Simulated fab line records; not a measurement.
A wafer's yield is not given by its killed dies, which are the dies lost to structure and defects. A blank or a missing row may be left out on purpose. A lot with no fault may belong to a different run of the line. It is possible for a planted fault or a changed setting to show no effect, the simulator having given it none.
fab line records ; flow n5_finfet
record: lots: 5; wafers: 15; last_day: 17
route steps=1938 shown BEOL_M5@1179
lots with no fault: from the same line, run without faults
start_h: start of the lot's first displayed wafer, in hours after the record's first day ; wait_h: hours from the lot's prior step to this one ; " identical to the entry in the row above ; L1.1+2: a single row standing in for several wafers ; - no value present, or no start provided ; * or withheld: withheld ; < > ~ a bound
route shown NAME@n: names a module that has steps shown in the file, with the first one's number in the route ; usual: mean/standard deviation taken from wafers without a fault ; same: alike in all rows ; chamber/n: place in a boat ; sites: per-site readings ; _std_site: the values' standard deviation ; _edge_site: inner sites' mean taken away from outer sites' mean ; radius_mm: for every site, how far away it sits from the centre of the wafer ; mask NAME#n: copy n ; behind: the tool/chamber that last shaped the wafer ; hold: cause of the lot's hold/its duration in hours/its outcome ; device: names the non-switching transistor (n, p or np) ; end of line: tests of these same wafers at the route's end ; a step without rows: its recipe alone ; killed: dies lost to structure and defects at the first sort, not the wafer's yield ; map: a wafer's dies, marking killed ones x, the rest . and places with no die _
set.NAME: the setting that was run; set.NAME@STEP: the one run at that earlier step ; model.NAME: the simulator's own value behind a step, which no gauge read
lots seen at some steps along the route; tables by step, rows by wafer
services: when a tool's chamber went out of use (start_h, in hours from the record's first day, below 0 if earlier), for how many hours, and the reason
== steps ==
step: N5_BEOL_M5_SPUTTER_83
recipe: material: Cu; target_thk_a: 150; temp_c: -20; chamber_pressure_pa: 0.07; power_w: withheld; time_s: 27.62
usual: chuck_gas_flow_sccm: 1.26/0.053; chuck_sensor_temp_C: -16.2/0.49; throttle_valve_pct: 30.1/0.99
same: time_s: 27.62
lot.wafer;tool;chamber;start_h;wait_h;chuck_gas_flow_sccm;chuck_sensor_temp_C;throttle_valve_pct
L609.2;pvd_sputter-03;-;208.92;0.5;1.36;-16.8;29.6
L609.3;pvd_sputter-03;-;208.92;0.5;1.21;-15.9;27.9
L609.5;pvd_sputter-03;-;208.92;0.5;1.33;-16.1;27.7
L612.2;pvd_sputter-03;-;230.18;3.4;1.22;-17.0;29.5
L612.3;pvd_sputter-03;-;230.18;3.4;1.23;-16.3;30.1
L612.6;pvd_sputter-03;-;230.18;3.4;1.25;-16.0;27.8
L617.3;pvd_sputter-01;-;254.13;0.5;1.28;-16.3;31.2
L617.4;pvd_sputter-01;-;254.13;0.5;1.22;-15.5;30.3
L617.6;pvd_sputter-01;-;254.13;0.5;1.36;-16.6;29.9
L616.1;pvd_sputter-02;-;257.80;0.5;1.23;-15.6;31.1
L616.3;pvd_sputter-02;-;257.80;0.5;1.34;-16.3;31.8
L616.6;pvd_sputter-02;-;257.80;0.5;1.27;-15.7;30.0
L625.1;pvd_sputter-01;-;317.21;0.5;1.22;-15.7;30.0
L625.2;pvd_sputter-01;-;317.21;0.5;1.28;-16.4;30.1
L625.6;pvd_sputter-01;-;317.21;0.5;1.15;-16.3;29.9
step: N5_BEOL_M5_ANNEAL_84
recipe: temp_c: 400; time_s: 1800; ambient: vacuum
step: N5_BEOL_M5_SPUTTER_88
recipe: material: Cu; target_thk_a: 150; temp_c: -20; chamber_pressure_pa: 0.07; power_w: withheld; time_s: 27.62
usual: chuck_gas_flow_sccm: 1.26/0.053; chuck_sensor_temp_C: -16.2/0.47; throttle_valve_pct: 30.1/0.98
same: time_s: 27.62
lot.wafer;tool;chamber;start_h;wait_h;chuck_gas_flow_sccm;chuck_sensor_temp_C;throttle_valve_pct
L609.2;pvd_sputter-03;-;210.00;0.5;1.22;-16.6;29.7
L609.3;pvd_sputter-03;-;210.00;0.5;1.21;-16.0;27.7
L609.5;pvd_sputter-03;-;210.00;0.5;1.23;-15.9;28.0
L612.2;pvd_sputter-03;-;231.27;0.5;1.25;-16.9;29.4
L612.3;pvd_sputter-03;-;231.27;0.5;1.33;-16.1;30.5
L612.6;pvd_sputter-03;-;231.27;0.5;1.25;-16.2;28.1
L617.3;pvd_sputter-01;-;255.22;0.5;1.28;-16.5;31.4
L617.4;pvd_sputter-01;-;255.22;0.5;1.27;-15.8;30.3
L617.6;pvd_sputter-01;-;255.22;0.5;1.22;-16.8;29.7
L616.1;pvd_sputter-02;-;258.89;0.5;1.24;-15.8;31.1
L616.3;pvd_sputter-02;-;258.89;0.5;1.20;-16.2;31.6
L616.6;pvd_sputter-02;-;258.89;0.5;1.30;-15.7;30.1
L625.1;pvd_sputter-01;-;318.29;0.5;1.20;-15.7;30.1
L625.2;pvd_sputter-01;-;318.29;0.5;1.29;-16.3;29.8
L625.6;pvd_sputter-01;-;318.29;0.5;1.19;-16.4;30.0
step: N5_BEOL_M5_ANNEAL_89
recipe: temp_c: 400; time_s: 1800; ambient: vacuum
usual: heater_power_w: 912/82
same: time_s: 1800
lot.wafer;tool;chamber;start_h;wait_h;heater_power_w
L609.2;pvd_sputter-03;-;210.08;0.0;843
L609.3;pvd_sputter-03;-;210.08;0.0;1012
L609.5;pvd_sputter-03;-;210.08;0.0;990
L612.2;pvd_sputter-03;-;231.35;0.0;892
L612.3;pvd_sputter-03;-;231.35;0.0;815
L612.6;pvd_sputter-03;-;231.35;0.0;989
L617.3;pvd_sputter-01;-;255.30;0.0;807
L617.4;pvd_sputter-01;-;255.30;0.0;853
L617.6;pvd_sputter-01;-;255.30;0.0;998
L616.1;pvd_sputter-02;-;258.97;0.0;932
L616.3;pvd_sputter-02;-;258.97;0.0;1094
L616.6;pvd_sputter-02;-;258.97;0.0;895
L625.1;pvd_sputter-01;-;318.37;0.0;854
L625.2;pvd_sputter-01;-;318.37;0.0;929
L625.6;pvd_sputter-01;-;318.37;0.0;913
step: N5_BEOL_M5_SPUTTER_90
recipe: material: Cu; target_thk_a: 45; temp_c: -20; chamber_pressure_pa: 0.07; power_w: withheld; time_s: 8.29
usual: chuck_gas_flow_sccm: 1.26/0.05; chuck_sensor_temp_C: -16.2/0.47; throttle_valve_pct: 30.1/0.97
same: time_s: 8.29
lot.wafer;tool;chamber;start_h;wait_h;chuck_gas_flow_sccm;chuck_sensor_temp_C;throttle_valve_pct
L609.2;pvd_sputter-03;-;211.09;0.5;1.21;-16.8;29.7
L609.3;pvd_sputter-03;-;211.09;0.5;1.29;-16.1;28.1
L609.5;pvd_sputter-03;-;211.09;0.5;1.27;-16.1;28.0
L612.2;pvd_sputter-03;-;232.35;0.5;1.24;-17.0;29.2
L612.3;pvd_sputter-03;-;232.35;0.5;1.31;-16.2;30.2
L612.6;pvd_sputter-03;-;232.35;0.5;1.29;-16.0;27.8
L617.3;pvd_sputter-01;-;256.30;0.5;1.28;-16.3;31.1
L617.4;pvd_sputter-01;-;256.30;0.5;1.33;-15.8;29.9
L617.6;pvd_sputter-01;-;256.30;0.5;1.24;-16.7;29.6
L616.1;pvd_sputter-02;-;259.97;0.5;1.18;-15.6;30.9
L616.3;pvd_sputter-02;-;259.97;0.5;1.27;-16.3;31.3
L616.6;pvd_sputter-02;-;259.97;0.5;1.25;-15.4;29.9
L625.1;pvd_sputter-01;-;319.38;0.5;1.20;-15.6;30.0
L625.2;pvd_sputter-01;-;319.38;0.5;1.22;-16.3;29.8
L625.6;pvd_sputter-01;-;319.38;0.5;1.32;-16.5;29.8
step: N5_BEOL_M5_ECD_50
recipe: material: Cu; target_thk_a: 3000
step: N5_BEOL_M5_ANNEAL_51
recipe: temp_c: 225; time_s: 90; ambient: N2
step: N5_BEOL_M5_CMP_52
recipe: stop_on: SiCOH_lowk; t_overpolish_s: 6.9; down_force_psi: 1; platen_rpm: 50; clearing_platen_down_force_psi: 1.5; clearing_platen_rpm: 50; post_cmp_clean: cu_alkaline; target_thk_nm: 62; clearing_platen_pad_velocity_m_s: 0.99484; pad_velocity_m_s: 0.99484
step: N5_BEOL_M5_THK_MEAS_53
recipe: thk_meas_gauge: xrf; reads: Cu_of_BEOL_M5_ECD_50
usual: M5_THK: 62.6/1.6
lot.wafer;tool;chamber;start_h;wait_h;M5_THK[nm]
L609.2;film_metro-01;-;212.13;-;62.4
L609.3;film_metro-01;-;212.13;-;62.4
L609.5;film_metro-01;-;212.13;-;62.4
L612.2;film_metro-02;-;233.15;-;61.1
L612.3;film_metro-02;-;233.15;-;63.2
L612.6;film_metro-02;-;233.15;-;62.5
L617.3;film_metro-01;-;257.11;-;63.2
L617.4;film_metro-01;-;257.11;-;61.7
L617.6;film_metro-01;-;257.11;-;62.4
L616.1;film_metro-02;-;260.77;-;62.6
L616.3;film_metro-02;-;260.77;-;64.2
L616.6;film_metro-02;-;260.77;-;62.9
L625.1;film_metro-02;-;320.20;-;60.0
L625.2;film_metro-02;-;320.20;-;60.7
L625.6;film_metro-02;-;320.20;-;62.4
step: N5_BEOL_M5_PRE_CLEAN_77
recipe: gas: NH3/H2; time_s: 15; temp_c: *; rf_power_w: 300
step: N5_BEOL_M5_CO_CAP_78
recipe: material: Co; target_thk_a: 20; temp_c: 200; precursor: CCTBA/H2; pressure_torr: 30; time_s: 102.1
usual: heater_power_w: 224/25
same: time_s: 102.1
lot.wafer;tool;chamber;start_h;wait_h;heater_power_w
L609.2;cvd_co-01;1;212.33;0.0;221
L609.3;cvd_co-01;0;212.33;0.0;181
L609.5;cvd_co-01;2;212.33;0.0;258
L612.2;cvd_co-02;2;233.22;0.0;250
L612.3;cvd_co-02;1;233.22;0.0;192
L612.6;cvd_co-02;2;233.22;0.0;244
L617.3;cvd_co-02;1;257.19;0.0;201
L617.4;cvd_co-02;0;257.19;0.0;228
L617.6;cvd_co-02;1;257.19;0.0;199
L616.1;cvd_co-02;2;260.85;0.0;254
L616.3;cvd_co-02;1;260.85;0.0;200
L616.6;cvd_co-02;0;260.85;0.0;236
L625.1;cvd_co-02;1;320.28;0.0;203
L625.2;cvd_co-02;0;320.28;0.0;223
L625.6;cvd_co-02;0;320.28;0.0;228
step: N5_BEOL_M5_PRE_CLEAN_55
recipe: gas: NH3; time_s: 15; temp_c: withheld; rf_power_w: 300
step: N5_BEOL_M5_DEP_56
recipe: material: SiCN; target_thk_a: 80; temp_c: withheld; precursor: 3MS/NH3; pressure_torr: 3; rf_w: 202; time_s: 14
usual: showerhead_plenum_p_Torr: 3.669/0.0083; throttle_valve_pct: 9.3/0.71
lot.wafer;tool;chamber;start_h;wait_h;showerhead_plenum_p_Torr;throttle_valve_pct;model.SiCN_of_BEOL_M5_DEP_56.thk_nm
L609.2;pecvd-02;1;212.46;0.0;3.673;10.7;8
L609.3;pecvd-02;0;212.46;0.0;3.660;8.7;8
L609.5;pecvd-02;0;212.46;0.0;3.674;8.9;8.2
L612.2;pecvd-04;2;233.34;0.0;3.675;8.3;7.8
L612.3;pecvd-04;0;233.34;0.0;3.675;9.8;8
L612.6;pecvd-04;1;233.34;0.0;3.653;9.3;8
L617.3;pecvd-02;2;257.30;0.0;3.686;8.4;8
L617.4;pecvd-02;2;257.30;0.0;3.674;8.6;8.2
L617.6;pecvd-02;1;257.30;0.0;3.666;10.5;8.2
L616.1;pecvd-04;1;260.96;0.0;3.657;9.4;7.8
L616.3;pecvd-04;2;260.96;0.0;3.661;8.2;10
L616.6;pecvd-04;2;260.96;0.0;3.664;8.3;8
L625.1;pecvd-03;1;320.39;0.0;3.675;10.1;8
L625.2;pecvd-03;2;320.39;0.0;3.664;8.5;8
L625.6;pecvd-03;2;320.39;0.0;3.667;8.7;8.2
step: N5_BEOL_M5_RS_MEAS_57
recipe: thk_meas_gauge: four-point-probe; reads: Co_of_BEOL_M5_CO_CAP_78+Cu_of_BEOL_M5_ECD_50+Co_of_BEOL_M5_CVD_47+TaN_of_BEOL_M5_ALD_86
usual: M5_RS: 0.391/0.012
lot.wafer;tool;chamber;start_h;wait_h;M5_RS[ohm/sq]
L609.2;film_metro-01;-;212.55;0.1;0.395
L609.3;film_metro-01;-;212.55;0.1;0.394
L609.5;film_metro-01;-;212.55;0.1;0.396
L612.2;film_metro-01;-;233.41;0.1;0.405
L612.3;film_metro-01;-;233.41;0.1;0.392
L612.6;film_metro-01;-;233.41;0.1;0.393
L617.3;film_metro-01;-;257.37;0.1;0.386
L617.4;film_metro-01;-;257.37;0.1;0.398
L617.6;film_metro-01;-;257.37;0.1;0.394
L616.1;film_metro-01;-;261.03;0.0;0.392
L616.3;film_metro-01;-;261.03;0.0;0.380
L616.6;film_metro-01;-;261.03;0.0;0.389
L625.1;film_metro-01;-;320.46;0.0;0.409
L625.2;film_metro-01;-;320.46;0.0;0.402
L625.6;film_metro-01;-;320.46;0.0;0.390
== services ==
tool;chamber;start_h;hours;kind
cvd_co-02;-;202.36;0.9;repair
pecvd-02;2;202.38;-;clean
pecvd-02;2;202.38;-;consumable_replace:showerhead
pecvd-02;2;202.38;29.0;scheduled_down
pecvd-02;2;202.38;29.0;vent_cycle
pecvd-04;1;206.78;5.5;scheduled_down
pecvd-04;2;212.32;5.5;scheduled_down
pecvd-03;1;223.28;2.1;scheduled_down
pecvd-02;2;239.02;2.2;repair
pecvd-04;0;247.72;5.5;scheduled_down
pecvd-03;2;252.89;2.1;scheduled_down
pecvd-02;-;297.12;6.0;pm
pecvd-02;0;304.87;2.1;scheduled_down
== key ==
first_sign none at tools or gauges
model_effect: step: N5_BEOL_M5_DEP_56; value: SiCN_of_BEOL_M5_DEP_56.thk_nm; without: 7.8; struck: 10
met_at N5_BEOL_M5_DEP_56
struck_wafers L616.3
onset_between 233.34 260.96
fault: kind: process_parameter_drift; tool: pecvd-04; chamber: -; onset_h: 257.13; steps: N5_BEOL_M5_DEP_56; channel: time_s; offset: *; shape: step; end_h: 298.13; scope: struck_wafers_only; acts_in: *; stated: *
